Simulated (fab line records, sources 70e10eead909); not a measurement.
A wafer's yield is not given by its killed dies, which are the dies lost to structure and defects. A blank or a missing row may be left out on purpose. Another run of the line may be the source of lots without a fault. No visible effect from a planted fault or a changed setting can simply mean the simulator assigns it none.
Which tool was responsible?	flow nand_harc	18 wafers sampled from 6 lots at 1 step of a route of 1302

== WHAT THE GAUGES SHOWED, per wafer ==
NHARC_A_BONDPAD_THK_MEAS_20: measures by xrf.
lot	measured	on	thk_nm (nm)
L448	day 24 06:06	film_metro-01	170.4 169.9 171.4
L447	day 24 16:50	film_metro-02	172.1 172.0 172.5
L451	day 26 08:05	film_metro-02	169.6 169.7 169.1
L453	day 27 05:28	film_metro-02	167.6 168.0 168.8
L462	day 30 10:40	film_metro-02	170.2 169.7 169.8
L467	day 32 10:47	film_metro-02	170.7 171.4 172.5

== WHAT TOOL EACH LOT RAN ON (gives the tool, then ch and the chambers of the sampled wafers, and finally the start) ==
Before these readings, the record contains no process step.

== THE ANSWER, worked out from the rows above alone ==
Rule: usual is defined by the lots themselves. Put in order of their means at a reading, lots are off if they are a third of the lots or fewer, leave a main group of 4 or more, and stand apart from it by a gap of 3 or more times the standard deviation of the main group's means; of several such gaps the widest counts. A main group is skipped when, at the precision printed for the reading in the tables above, its means are all equal. Also off: a lot with no number at a reading for which 4 or more lots have one. All remaining lots with rows at the step are treated as sound.
No lot is off at any reading shown: from this, nothing can be told.

== WHAT WAS PUT IN BY THE SIMULATOR ==
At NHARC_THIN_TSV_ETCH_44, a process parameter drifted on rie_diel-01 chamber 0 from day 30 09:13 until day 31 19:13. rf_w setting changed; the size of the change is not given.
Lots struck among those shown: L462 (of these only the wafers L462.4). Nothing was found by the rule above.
